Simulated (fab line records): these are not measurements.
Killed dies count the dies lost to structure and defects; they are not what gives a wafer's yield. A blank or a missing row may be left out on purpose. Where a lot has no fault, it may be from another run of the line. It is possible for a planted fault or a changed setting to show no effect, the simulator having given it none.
Comparing a struck lot with a sound one ; flow n5Finfet ; 23 out of 1938 route steps
Sound: wafers L698.2, L698.3, L698.4. Struck: wafer L690.6. (L690.2, L690.5 of the same lot were not struck and are left out.) The cause comes at the end.
For every step that has rows: the tool of each side, followed by ch and its chambers, followed by its first start. Under that, the readings that differ: sound wafers ; struck wafers ; difference of the means ; sigmas: that difference in standard deviations of wafers without a fault.
alike: a reading whose means differ by less than 2 such deviations, as well as words and numbers matching on both sides. not compared: withheld readings; readings where some wafer has no value; bounds like >300 that might hide an equal value; numbers whose values overlap and for which the record gives no deviation.
A row with sigmas, a row that says differs or no value, or rows on one side alone: a step with any of these is where the two part. Numbers that don't overlap but have no deviation are shown without sigmas and don't part them. A reading that every wafer of one side lacks parts them only if that side has two wafers or more.

first, 9 steps without rows for these wafers: N5_BEOL_M3_DEVELOP_10 (develop time 30 s); N5_BEOL_M3_DESCUM_16 (chemistry O2, time 7 s); N5_BEOL_M3_ETCH_74 (etches underlayer in N2/H2, target depth 6.5 nm, time 5.2 s); N5_BEOL_M3_ETCH_63 (etches SiARC in CF4, target depth 15.6 nm, time 26 s); N5_BEOL_M3_ETCH_64 (etches SOC in N2/H2, target depth 75 nm, overetch 15 nm, time 112.5 s); N5_BEOL_M3_STRIP_65 (strips in N2/H2); N5_BEOL_M3_STRIP_75 (strips in N2/H2); N5_BEOL_M3_STRIP_66 (strips in CF4); N5_BEOL_M3_HM_OPEN_17 (chemistry Cl2/BCl3, target TiN, target depth 20 nm, overetch 6 nm).
N5_BEOL_M3_STRIP_19: strips in O2.
  sound on rieDiel-05 ch 0,1,2, day 12 11:59; struck on rieDiel-02 ch 2, day 10 13:39
  alike: chamberPressureMTorr, drypumpMotorCurrentA, oesProductAu, rfVppV, showerheadPlenumPTorr, throttleValvePct
  not compared: rfHoursCounterH
then, 9 steps without rows for these wafers: N5_BEOL_M3_COAT_67 (time 60 s, resist thk 60 nm); N5_BEOL_M3_COAT_68 (time 60 s, resist thk 12 nm); N5_BEOL_M3_COAT_76 (time 60 s, resist thk 5 nm); N5_BEOL_M3_COAT_22 (resist thk 30 nm); N5_BEOL_M3_EBR_24; N5_BEOL_M3_SOFTBAKE_23 (time 60 s); N5_BEOL_M3_EXPOSE_25 (exposes mask V2, defocus 5 nm); N5_BEOL_M3_PEB_26 (peb time 60 s); N5_BEOL_M3_DEVELOP_27 (develop time 30 s).
N5_BEOL_M3_INSPECT_30: inspects for defects (brightfield).
  struck on defectInspect-02, day 10 14:16; sound on defectInspect-02, day 12 12:35
reading;sound;struck;difference;sigmas
rawDefectCount;438 420 533;1430;+966;+10
then, 1 step without rows for these wafers: N5_BEOL_M3_DESCUM_33 (chemistry O2, time 7 s).
N5_BEOL_M4_RC_MEAS_101:
  sound on prober-01 ch 0, day 13 17:31; struck on prober-01 ch 0, day 11 13:02
reading;sound;struck;difference;sigmas
VT_P (mV);-254 -252 -254;-247;+6;+2
  alike: DIBL_N, DIBL_P, IOFF_N, IOFF_P, ION_N, ION_P, SS_N, SS_P, VT_N
-- record jumps: 5 days separate the struck wafers' starts on either side; left off in module BEOL_M4, taken up again in module PASSIVATION, whose first shown step is the route's number 1936 --
N5_PASSIVATION_PROBE_49:
  record: rows for the struck wafers here (prober-02, day 16 06:05), none for the sound ones

== WHERE THEY PART ==
Earliest at N5_BEOL_M3_INSPECT_30; latest, in this record, at N5_PASSIVATION_PROBE_49.

WHY: whatever the simulator had introduced
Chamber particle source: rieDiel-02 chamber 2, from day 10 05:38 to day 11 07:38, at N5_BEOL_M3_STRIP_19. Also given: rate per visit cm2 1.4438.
